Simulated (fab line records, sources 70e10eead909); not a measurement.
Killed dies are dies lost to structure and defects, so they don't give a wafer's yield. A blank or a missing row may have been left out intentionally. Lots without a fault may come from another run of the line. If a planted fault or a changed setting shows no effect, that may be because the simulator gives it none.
A lot that was struck, set against a sound lot :: flow nandHarc :: 17 steps out of a route of 1302
Sound: wafers L911.1, L911.3, L911.4. Struck: wafer L915.5. (L915.1, L915.6 of the same lot were not struck and are left out.) The cause comes at the end.
For every step that has rows: the tool of each side, followed by ch and its chambers, followed by its first start. Under that, the readings that differ: sound wafers :: struck wafers :: difference of the means :: sigmas: that difference in standard deviations of wafers without a fault.
alike: same words and numbers on both sides, and readings whose means sit less than 2 such deviations apart. not compared: any withheld reading, any reading some wafer has no value for, any bound like >300 that may hide the same value, and any number with overlapping values for which the record gives no deviation.
Wherever a step has rows on one side only, a row that says differs or no value, or a row with sigmas, the two part there. Numbers that don't overlap but have no deviation are shown without sigmas and don't part them. A reading that every wafer of one side lacks parts them only if that side has two wafers or more.

NHARC_P_M0_OVL_MEAS_10: pitch 180 nm.
  sound on overlay-01 at day 5 22:08; struck on overlay-01 at day 7 16:30
  alike: overlayXNm, overlayYNm
NHARC_P_M0_INSPECT_11:
  sound on defectInspect-02 at day 5 22:10; struck on defectInspect-02 at day 7 16:32
  alike: rawDefectCount
then, 3 steps without rows for these wafers: NHARC_P_M0_DESCUM_14 (chemistry O2, time 3 s); NHARC_P_M0_ETCH_34 (etches the open film in N2/H2, target depth 40 nm, overetch 12 nm, time 43.94 s); NHARC_P_M0_ETCH_15 (etches the open film in C4F8/Ar, target depth 150 nm, overetch 15 nm, time 82.5 s).
NHARC_P_M0_CD_MEAS_16:
  sound on cdSem-03 at day 5 22:31; struck on cdSem-02 at day 7 16:54
reading: cdNm (nm)
sound: 88.8 89.9 90.2
struck: 91.6
difference: +2.0
sigmas: +2
NHARC_P_M0_STRIP_18: strips in N2/H2.
  sound on rieDiel-08 ch 0,2,3, day 5 22:37; struck on rieDiel-12 ch 1, day 7 16:58
  alike: drypumpMotorCurrentA, mfcArSccm, oesProductAu, rfVppV, showerheadPlenumPTorr, throttleValvePct
  not compared: rfHoursCounterH
then, 1 step without rows for these wafers: NHARC_P_M0_STRIP_19 (strips in post etch residue remover, time 600 s).
NHARC_P_M0_DEGAS_28: time 60 s.
  sound on pvdSputter-01 at day 5 23:08; struck on pvdSputter-01 at day 7 17:31
  alike: heaterPowerW
NHARC_P_M0_PRE_CLEAN_29: time 30 s.
  sound on pvdSputter-01; struck on pvdSputter-01
  alike: heaterPowerW
then, 1 step without rows for these wafers: NHARC_P_M0_PVD_20 (deposits TaN, target thk 5 nm, time 8.06 s).
NHARC_P_M0_PVD_21: deposits Cu, target thk 30 nm, time 20.49 s.
  sound on pvdSputter-01; struck on pvdSputter-01
  alike: throttleValvePct
NHARC_P_M0_ECD_22: material Cu, target thk 400 nm.
  sound on ecdCu-02 ch 0,1, day 5 23:33; struck on ecdCu-02 ch 0,1, day 7 17:52
NHARC_P_M0_ANNEAL_30: time 90 s.
  sound on rtpAnneal-02 ch 0, day 5 23:52; struck on rtpAnneal-01 ch 0, day 7 18:17
  alike: annealTempCMax, wafer_temp_C_max
NHARC_P_M0_CMP_23: polishes, t overpolish 20 s, target thk 117.54 nm.
  sound on cmp-02 ch 0,1,2, day 6 00:14; struck on cmp-04 ch 3, day 7 18:39
reading: timeToEndpointS (s)
sound: 23 27 30
struck: 9
difference: -18
sigmas: -5
  alike: motorCurrentA, retainingRingPressureFrac, slurryFilterDpKPa
  not compared: padLifeWafers
NHARC_P_M0_THK_MEAS_24: measures by xrf.
  sound on filmMetro-01 at day 6 00:32; struck on filmMetro-02 at day 7 18:56
  alike: thkNm
-- record jumps: 18 days between struck wafers' starts before vs after; left off in module P_M0, resumes in module END, first step shown is number 1302 of the route --
NHARC_END_SORT_01:
  sound on prober-01 ch 0, day 23 23:53; struck on prober-02 ch 0, day 25 22:55
reading: killedAtOther
sound: 0 0 0
struck: 5
difference: +5
sigmas: +4
  alike: defectLimitedYield, killedAtArray, killedAtPeriphery, killedDies, killedOpen, killedShort

## WHERE THEY PART
Last at NHARC_END_SORT_01 as far as this record goes, first at NHARC_P_M0_CD_MEAS_16.

WHY: what had been put in by the simulator
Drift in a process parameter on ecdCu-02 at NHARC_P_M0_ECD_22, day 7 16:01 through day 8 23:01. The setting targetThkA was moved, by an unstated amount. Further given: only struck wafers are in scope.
